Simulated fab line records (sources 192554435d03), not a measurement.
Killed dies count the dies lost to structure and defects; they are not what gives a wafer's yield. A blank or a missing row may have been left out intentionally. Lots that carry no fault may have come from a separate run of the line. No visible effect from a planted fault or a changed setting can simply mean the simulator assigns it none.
Which tool is to blame?	flow n5 finfet	12 lots, 36 wafers sampled, at 5 steps of a route of 1938

== WHAT EACH GAUGE READ, for each wafer ==
N5_BEOL_M3_THK_MEAS_53: measures by xrf.
lot	measured	on	M3_THK (nm)
L075	day 8 07:52	film metro-01	40.0 39.7 43.0
L077	day 8 17:49	film metro-02	39.1 40.0 40.7
L079	day 8 21:04	film metro-02	41.1 42.3 43.5
L081	day 9 13:37	film metro-02	39.0 40.0 41.0
L083	day 10 05:14	film metro-01	38.9 37.3 40.5
L084	day 10 12:59	film metro-01	43.6 36.7 42.4
L086	day 10 18:14	film metro-02	41.2 41.4 43.6
L089	day 11 16:56	film metro-02	36.8 41.0 38.6
L091	day 12 05:25	film metro-02	37.1 39.4 39.7
L094	day 12 17:51	film metro-02	39.5 37.6 38.4
L096	day 13 00:33	film metro-02	36.7 38.0 38.7
L097	day 13 08:15	film metro-01	36.5 40.8 39.7

== WHICH TOOL RAN EACH LOT (tool, then ch and the chambers of the sampled wafers, then the start) ==
lot	N5_BEOL_M3_STRIP_97	N5_BEOL_M3_ANNEAL_49	N5_BEOL_M3_SPUTTER_79	N5_BEOL_M3_ANNEAL_51
L075	rie diel-02 ch 1,2, day 8 05:24 or earlier	pvd sputter-03, day 8 05:24	pvd sputter-03, day 8 05:32	rtp anneal-01 ch 0, day 8 07:17
L077	rie diel-01 ch 0,2, day 8 15:18 or earlier	pvd sputter-03, day 8 15:18	pvd sputter-03, day 8 15:26	rtp anneal-01 ch 0, day 8 17:13
L079	rie diel-03 ch 0,1,3, day 8 18:35 or earlier	pvd sputter-01, day 8 18:35	pvd sputter-01, day 8 18:43	rtp anneal-02 ch 0, day 8 20:28
L081	rie diel-01 ch 2,3, day 9 10:20 or earlier	pvd sputter-01, day 9 10:20	pvd sputter-01, day 9 10:37	rtp anneal-02 ch 0, day 9 13:01
L083	rie diel-03 ch 1,2,3, day 10 02:46 or earlier	pvd sputter-02, day 10 02:46	pvd sputter-02, day 10 02:55	rtp anneal-01 ch 0, day 10 04:42
L084	rie diel-01 ch 0,1,3, day 10 10:31 or earlier	pvd sputter-02, day 10 10:31	pvd sputter-02, day 10 10:40	rtp anneal-01 ch 0, day 10 12:23
L086	rie diel-03 ch 1,3, day 10 15:40 or earlier	pvd sputter-03, day 10 15:40	pvd sputter-03, day 10 15:49	rtp anneal-01 ch 0, day 10 17:38
L089	rie diel-02 ch 0,1, day 11 13:56 or earlier	pvd sputter-01, day 11 13:56	pvd sputter-01, day 11 14:04	rtp anneal-02 ch 0, day 11 16:14
L091	rie diel-01 ch 0,1,2, day 12 02:56 or earlier	pvd sputter-01, day 12 02:56	pvd sputter-01, day 12 03:05	rtp anneal-02 ch 0, day 12 04:49
L094	rie diel-02 ch 0,1,2, day 12 15:23 or earlier	pvd sputter-01, day 12 15:23	pvd sputter-01, day 12 15:31	rtp anneal-02 ch 0, day 12 17:16
L096	rie diel-01 ch 0,3, day 12 22:05 or earlier	pvd sputter-01, day 12 22:05	pvd sputter-01, day 12 22:13	rtp anneal-02 ch 0, day 12 23:58
L097	rie diel-01 ch 0,1,3, day 13 05:47 or earlier	pvd sputter-03, day 13 05:47	pvd sputter-03, day 13 05:55	rtp anneal-01 ch 0, day 13 07:39
- N5_BEOL_M3_STRIP_97: strips in N2/H2, time 10 s.
- N5_BEOL_M3_ANNEAL_49: time 240 s.
- N5_BEOL_M3_SPUTTER_79: material Cu, target thk 4.5 nm, time 8.29 s.
- N5_BEOL_M3_ANNEAL_51: time 90 s.

== THE ANSWER, worked out from the rows above alone ==
Rule: the lots themselves supply what counts as usual. The widest of any qualifying gaps counts: lots, ordered by their means at a reading, are off when they make up no more than a third of the lots, leave a main group of 4 or more, and stand apart from it by 3 or more times the standard deviation of that group's means. The tables above print the reading to a certain number of digits; a main group whose means all agree to those digits is not used. A lot without any number at a reading at which 4 lots or more have one is off too. All remaining lots with rows at the step are treated as sound.
Across all readings shown, no lot is off: no conclusion can be drawn from this.

== WHAT THE SIMULATOR PUT IN ==
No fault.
